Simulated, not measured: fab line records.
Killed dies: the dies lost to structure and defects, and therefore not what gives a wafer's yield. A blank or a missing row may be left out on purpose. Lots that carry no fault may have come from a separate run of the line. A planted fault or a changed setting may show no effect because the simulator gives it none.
Which tool was responsible? ; flow nandHarc ; Sampling: 24 lots, 72 wafers, 6 of 1302 route steps

## WHAT THE GAUGES READ, wafer by wafer
The record holds no reading of a measuring or inspecting step that can be judged against a usual standard deviation.

## EACH LOT AND THE TOOL THAT RAN IT (in order: tool; ch and the chambers of the sampled wafers; start)
lot;NHARC_A_STAIRCASE_ETCH_15;NHARC_A_STAIRCASE_TRIM_18;NHARC_A_STAIRCASE_ETCH_25;NHARC_A_STAIRCASE_ETCH_188;NHARC_A_STAIRCASE_TRIM_193;NHARC_A_STAIRCASE_TRIM_200
L074;rieDiel-10 ch 0,2,3, no start;rieDiel-10 ch 1,2,3, no start;rieDiel-01 ch 0,2,3, no start;rieDiel-10 ch 1,2,3, no start;rieDiel-10 ch 0,1, no start;rieDiel-10 ch 0,1, no start
L075;rieDiel-10 ch 0,1,3, no start;rieDiel-10 ch 0,2,3, no start;rieDiel-01 ch 1,2,3, no start;rieDiel-01 ch 0,2,3, no start;rieDiel-01 ch 0,1,2, no start;rieDiel-06 ch 0,1,3, no start
L076;rieDiel-06 ch 0,1, no start;rieDiel-06 ch 0,3, no start;rieDiel-06 ch 1,2,3, no start;rieDiel-10 ch 0,2,3, no start;rieDiel-10 ch 0,2, no start;rieDiel-06 ch 1,3, no start
L077;rieDiel-06 ch 0,1,3, no start;rieDiel-06 ch 0,1,2, no start;rieDiel-10 ch 0,1,3, no start;rieDiel-06 ch 0,1, no start;rieDiel-06 ch 2,3, no start;rieDiel-10 ch 1,2,3, no start
L082;rieDiel-10 ch 0,2, no start;rieDiel-10 ch 2,3, no start;rieDiel-01 ch 0,1,2, no start;rieDiel-10 ch 1,2, no start;rieDiel-10 ch 2,3, no start;rieDiel-06 ch 0,1,2, no start
L078;rieDiel-01 ch 0,1,3, no start;rieDiel-01 ch 0,2,3, no start;rieDiel-01 ch 0,1,3, no start;rieDiel-10 ch 0,2,3, no start;rieDiel-10 ch 2,3, no start;rieDiel-10 ch 0,1, no start
L081;rieDiel-06 ch 0,1,2, no start;rieDiel-06 ch 1,2, no start;rieDiel-06 ch 1,2,3, no start;rieDiel-10 ch 2,3, no start;rieDiel-10 ch 0,1, no start;rieDiel-01 ch 1,3, no start
L084;rieDiel-10 ch 0,2, no start;rieDiel-10 ch 1,2,3, no start;rieDiel-06 ch 1,2, no start;rieDiel-01 ch 0,2, no start;rieDiel-01 ch 0,1, no start;rieDiel-06 ch 1,2, no start
L083;rieDiel-10 ch 0,1,2, no start;rieDiel-10 ch 0,2,3, no start;rieDiel-10 ch 0,1,3, no start;rieDiel-10 ch 0,1,3, no start;rieDiel-10 ch 0,1,2, no start;rieDiel-10 ch 1,2,3, no start
L080;rieDiel-06 ch 0,1,3, no start;rieDiel-06 ch 0,2,3, no start;rieDiel-06 ch 1,3, no start;rieDiel-06 ch 0,3, no start;rieDiel-06 ch 0,1, no start;rieDiel-06 ch 0,1,2, no start
L079;rieDiel-10 ch 2,3, no start;rieDiel-10 ch 2,3, no start;rieDiel-10 ch 2,3, no start;rieDiel-01 ch 0,1,3, no start;rieDiel-01 ch 0,1,2, no start;rieDiel-10 ch 0,2, no start
L086;rieDiel-01 ch 1,2,3, no start;rieDiel-01 ch 0,1,3, no start;rieDiel-10 ch 1,2,3, no start;rieDiel-10 ch 0,1,2, no start;rieDiel-10 ch 0,1,3, no start;rieDiel-06 ch 0,2,3, no start
L085;rieDiel-10 ch 0,1,2, no start;rieDiel-10 ch 0,1,2, no start;rieDiel-10 ch 0,3, no start;rieDiel-01 ch 0,1,2, no start;rieDiel-01 ch 0,2,3, no start;rieDiel-10 ch 2,3, no start
L088;rieDiel-10 ch 0,1,3, no start;rieDiel-10 ch 0,2,3, no start;rieDiel-01 ch 0,1,2, no start;rieDiel-06 ch 0,2,3, no start;rieDiel-06 ch 0,3, no start;rieDiel-01 ch 0,1,3, no start
L087;rieDiel-01 ch 0,1,2, no start;rieDiel-01 ch 0,1,2, no start;rieDiel-01 ch 0,1,2, no start;rieDiel-10 ch 0,1,2, no start;rieDiel-10 ch 0,2,3, no start;rieDiel-06 ch 0,3, no start
L089;rieDiel-01 ch 0,2,3, no start;rieDiel-01 ch 2,3, no start;rieDiel-06 ch 1,2,3, no start;rieDiel-06 ch 0,2,3, no start;rieDiel-06 ch 0,1,3, no start;rieDiel-06 ch 0,3, no start
L090;rieDiel-06 ch 1,2,3, no start;rieDiel-06 ch 1,2,3, no start;rieDiel-06 ch 0,2, no start;rieDiel-10 ch 0,1, no start;rieDiel-10 ch 0,1,2, no start;rieDiel-10 ch 0,1,3, no start
L091;rieDiel-06 ch 1,2,3, no start;rieDiel-06 ch 2,3, no start;rieDiel-06 ch 0,1,3, no start;rieDiel-06 ch 0,1, no start;rieDiel-06 ch 0,2,3, no start;rieDiel-01 ch 0,1,2, no start
L092;rieDiel-06 ch 0,1,2, no start;rieDiel-06 ch 0,2,3, no start;rieDiel-06 ch 1,2,3, no start;rieDiel-06 ch 1,2,3, no start;rieDiel-06 ch 2,3, no start;rieDiel-01 ch 0,1, no start
L093;rieDiel-10 ch 1,2,3, no start;rieDiel-10 ch 0,1,3, no start;rieDiel-06 ch 1,2, no start;rieDiel-01 ch 0,1,3, no start;rieDiel-01 ch 0,1,2, no start;rieDiel-06 ch 0,3, no start
L094;rieDiel-10 ch 0,1,2, no start;rieDiel-10 ch 0,1,3, no start;rieDiel-10 ch 0,1,3, no start;rieDiel-06 ch 1,2,3, no start;rieDiel-06 ch 0,1,2, no start;rieDiel-06 ch 1,2,3, no start
L096;rieDiel-01 ch 2,3, no start;rieDiel-01 ch 0,1,3, no start;rieDiel-01 ch 0,1,2, no start;rieDiel-01 ch 2,3, no start;rieDiel-01 ch 0,2,3, no start;rieDiel-06 ch 1,2, no start
L095;rieDiel-10 ch 1,2,3, no start;rieDiel-10 ch 0,1, no start;rieDiel-01 ch 0,1,3, no start;rieDiel-10 ch 0,3, no start;rieDiel-10 ch 0,1, no start;rieDiel-10 ch 0,1,3, no start
L097;rieDiel-01 ch 0,1, no start;rieDiel-01 ch 0,1,2, no start;rieDiel-06 ch 0,1,2, no start;rieDiel-10 ch 1,2, no start;rieDiel-10 ch 0,2,3, no start;rieDiel-06 ch 0,1,2, no start
- NHARC_A_STAIRCASE_ETCH_15: etches the open film in C4F8/O2, target depth 100 nm, time 40.5 s.
- NHARC_A_STAIRCASE_TRIM_18: chemistry O2, time 211.2 s.
- NHARC_A_STAIRCASE_ETCH_25: etches the open film in C4F8/O2, target depth 100 nm, time 40.5 s.
- NHARC_A_STAIRCASE_ETCH_188: etches the open film in C4F8/O2, target depth 100 nm, time 40.5 s.
- NHARC_A_STAIRCASE_TRIM_193: chemistry O2, time 211.2 s.
- NHARC_A_STAIRCASE_TRIM_200: chemistry O2, time 211.2 s.

## AS READ BY THE TOOLS THEMSELVES (means over the sampled wafers that have a number; for cases with no such wafer, the mark the record gives instead)
NHARC_A_STAIRCASE_ETCH_15.
lot;tool;oesProductAu (a.u.);rfVppV (V)
L074;rieDiel-10;0.962;894
L075;rieDiel-10;0.948;895
L076;rieDiel-06;0.946;893
L077;rieDiel-06;0.940;894
L082;rieDiel-10;0.956;892
L078;rieDiel-01;0.955;894
L081;rieDiel-06;0.941;893
L084;rieDiel-10;0.949;891
L083;rieDiel-10;0.948;890
L080;rieDiel-06;0.934;894
L079;rieDiel-10;0.933;898
L086;rieDiel-01;0.927;893
L085;rieDiel-10;0.955;891
L088;rieDiel-10;0.945;894
L087;rieDiel-01;0.953;894
L089;rieDiel-01;0.953;896
L090;rieDiel-06;0.938;895
L091;rieDiel-06;0.932;893
L092;rieDiel-06;0.934;893
L093;rieDiel-10;0.950;893
L094;rieDiel-10;0.956;890
L096;rieDiel-01;0.945;893
L095;rieDiel-10;0.954;892
L097;rieDiel-01;0.936;896

NHARC_A_STAIRCASE_TRIM_18.
lot;tool;drypumpMotorCurrentA (A);oesProductAu (a.u.);rfVppV (V);showerheadPlenumPTorr (Torr);throttleValvePct (%)
L074;rieDiel-10;5.5;1.006;56.8;3.48;17.034
L075;rieDiel-10;5.3;1.006;58.2;3.51;17.032
L076;rieDiel-06;5.9;0.994;57.8;3.47;17.030
L077;rieDiel-06;6.3;0.998;57.7;3.45;17.036
L082;rieDiel-10;5.2;1.007;57.6;3.48;17.040
L078;rieDiel-01;5.9;1.006;57.8;3.53;17.036
L081;rieDiel-06;6.0;0.994;58.7;3.49;17.048
L084;rieDiel-10;5.5;1.009;57.8;3.46;17.045
L083;rieDiel-10;5.3;1.004;57.6;3.50;17.037
L080;rieDiel-06;6.1;0.991;57.4;3.41;17.027
L079;rieDiel-10;5.3;1.008;57.8;3.59;17.030
L086;rieDiel-01;6.4;1.000;57.1;3.48;17.035
L085;rieDiel-10;5.4;1.008;57.8;3.36;17.037
L088;rieDiel-10;5.3;1.014;57.7;3.50;17.038
L087;rieDiel-01;5.9;1.006;58.1;3.48;17.038
L089;rieDiel-01;5.2;1.006;57.5;3.46;17.045
L090;rieDiel-06;5.9;0.992;58.1;3.45;17.048
L091;rieDiel-06;5.7;1.002;57.3;3.37;17.040
L092;rieDiel-06;6.0;0.996;56.9;3.40;17.036
L093;rieDiel-10;5.5;1.006;57.5;3.47;17.024
L094;rieDiel-10;5.6;1.004;57.5;3.47;17.030
L096;rieDiel-01;6.4;0.998;58.1;3.46;17.032
L095;rieDiel-10;5.7;1.003;56.9;3.33;17.033
L097;rieDiel-01;6.0;1.003;57.3;3.46;17.032

NHARC_A_STAIRCASE_ETCH_25.
lot;tool;oesProductAu (a.u.);rfVppV (V)
L074;rieDiel-01;0.940;896
L075;rieDiel-01;0.943;893
L076;rieDiel-06;0.938;894
L077;rieDiel-10;0.961;893
L082;rieDiel-01;0.947;894
L078;rieDiel-01;0.952;894
L081;rieDiel-06;0.940;893
L084;rieDiel-06;0.945;894
L083;rieDiel-10;0.938;894
L080;rieDiel-06;0.937;894
L079;rieDiel-10;0.942;898
L086;rieDiel-10;0.954;893
L085;rieDiel-10;0.946;900
L088;rieDiel-01;0.939;895
L087;rieDiel-01;0.950;895
L089;rieDiel-06;0.924;894
L090;rieDiel-06;0.939;891
L091;rieDiel-06;0.955;894
L092;rieDiel-06;0.938;892
L093;rieDiel-06;0.947;894
L094;rieDiel-10;0.951;893
L096;rieDiel-01;0.938;894
L095;rieDiel-01;0.940;893
L097;rieDiel-06;0.955;892

NHARC_A_STAIRCASE_ETCH_188.
lot;tool;oesProductAu (a.u.);rfVppV (V)
L074;rieDiel-10;0.958;893
L075;rieDiel-01;0.950;896
L076;rieDiel-10;0.931;895
L077;rieDiel-06;0.944;896
L082;rieDiel-10;0.930;889
L078;rieDiel-10;0.962;894
L081;rieDiel-10;0.947;893
L084;rieDiel-01;0.955;895
L083;rieDiel-10;0.947;895
L080;rieDiel-06;0.932;893
L079;rieDiel-01;0.939;894
L086;rieDiel-10;0.929;889
L085;rieDiel-01;0.931;895
L088;rieDiel-06;0.935;892
L087;rieDiel-10;0.931;890
L089;rieDiel-06;0.947;892
L090;rieDiel-10;0.956;888
L091;rieDiel-06;0.950;895
L092;rieDiel-06;0.940;893
L093;rieDiel-01;0.951;894
L094;rieDiel-06;0.942;892
L096;rieDiel-01;0.934;893
L095;rieDiel-10;0.960;895
L097;rieDiel-10;0.949;887

NHARC_A_STAIRCASE_TRIM_193.
lot;tool;drypumpMotorCurrentA (A);oesProductAu (a.u.);rfVppV (V);showerheadPlenumPTorr (Torr);throttleValvePct (%)
L074;rieDiel-10;5.5;1.004;57.6;3.39;17.030
L075;rieDiel-01;6.0;0.997;58.7;3.50;17.030
L076;rieDiel-10;5.2;1.007;56.2;3.41;17.037
L077;rieDiel-06;5.6;1.001;58.0;3.44;17.037
L082;rieDiel-10;5.3;0.998;58.0;3.60;17.037
L078;rieDiel-10;5.2;1.013;57.6;3.48;17.031
L081;rieDiel-10;5.7;0.998;56.6;3.35;17.043
L084;rieDiel-01;6.5;1.000;57.1;3.45;17.033
L083;rieDiel-10;5.4;1.000;57.7;3.37;17.043
L080;rieDiel-06;6.3;0.982;57.8;3.51;17.023
L079;rieDiel-01;5.9;1.008;57.0;3.48;17.037
L086;rieDiel-10;5.5;0.999;57.6;3.48;17.033
L085;rieDiel-01;5.9;1.000;58.1;3.52;17.047
L088;rieDiel-06;5.9;0.990;57.9;3.45;17.032
L087;rieDiel-10;5.3;1.003;57.9;3.49;17.041
L089;rieDiel-06;6.2;0.996;57.7;3.48;17.038
L090;rieDiel-10;5.5;1.006;57.7;3.36;17.034
L091;rieDiel-06;6.1;0.999;56.8;3.40;17.037
L092;rieDiel-06;5.6;0.987;58.3;3.41;17.039
L093;rieDiel-01;6.0;1.002;58.2;3.47;17.039
L094;rieDiel-06;6.3;1.007;56.6;3.42;17.037
L096;rieDiel-01;5.9;0.991;58.9;3.50;17.041
L095;rieDiel-10;5.5;1.011;56.7;3.37;17.037
L097;rieDiel-10;5.3;1.007;58.1;3.48;17.044

NHARC_A_STAIRCASE_TRIM_200.
lot;tool;drypumpMotorCurrentA (A);oesProductAu (a.u.);rfVppV (V);showerheadPlenumPTorr (Torr);throttleValvePct (%)
L074;rieDiel-10;5.5;1.006;57.6;3.39;17.032
L075;rieDiel-06;6.1;0.993;58.3;3.50;17.036
L076;rieDiel-06;6.0;1.006;58.7;3.54;17.035
L077;rieDiel-10;5.5;1.009;58.2;3.47;17.032
L082;rieDiel-06;6.3;0.991;58.0;3.44;17.039
L078;rieDiel-10;5.6;1.003;57.3;3.35;17.032
L081;rieDiel-01;6.3;0.999;58.3;3.43;17.039
L084;rieDiel-06;6.0;0.998;57.3;3.48;17.029
L083;rieDiel-10;5.4;1.004;57.6;3.46;17.034
L080;rieDiel-06;6.3;0.990;57.6;3.44;17.032
L079;rieDiel-10;5.3;1.010;58.0;3.40;17.032
L086;rieDiel-06;6.0;0.986;57.5;3.41;17.041
L085;rieDiel-10;5.2;1.020;57.3;3.47;17.032
L088;rieDiel-01;6.4;1.006;57.2;3.48;17.027
L087;rieDiel-06;5.9;0.987;56.6;3.45;17.035
L089;rieDiel-06;5.9;0.990;57.7;3.45;17.040
L090;rieDiel-10;5.5;1.007;57.6;3.47;17.031
L091;rieDiel-01;6.0;1.007;56.4;3.47;17.031
L092;rieDiel-01;6.6;1.011;58.7;3.53;17.040
L093;rieDiel-06;5.9;0.993;57.5;3.44;17.037
L094;rieDiel-06;5.9;0.993;57.6;3.44;17.031
L096;rieDiel-06;6.0;0.996;57.7;3.38;17.030
L095;rieDiel-10;5.6;1.024;57.4;3.46;17.039
L097;rieDiel-06;6.3;0.993;56.8;3.41;17.028

## THE ANSWER, worked out from the rows above alone
Rule: the lots themselves supply what counts as usual. Put in order of their means at a reading, lots are off if they are a third of the lots or fewer, leave a main group of 4 or more, and stand apart from it by a gap of 3 or more times the standard deviation of the main group's means; of several such gaps the widest counts. If all means in a main group match to the digits the tables above print for the reading, that group is not used. A lot without any number at a reading at which 4 lots or more have one is off too. Any other lot the step has rows for is counted as sound. After the gauges, taken in route order, come the tools' own readings; for these a lot's mean is taken, as printed above. The first step at which some lot is off is used, and at that step the reading that is off furthest; a lot without a number counts as furthest.
No lot is off at any reading shown: from this, nothing can be told.

## WHAT HAD BEEN PUT IN BY THE SIMULATOR
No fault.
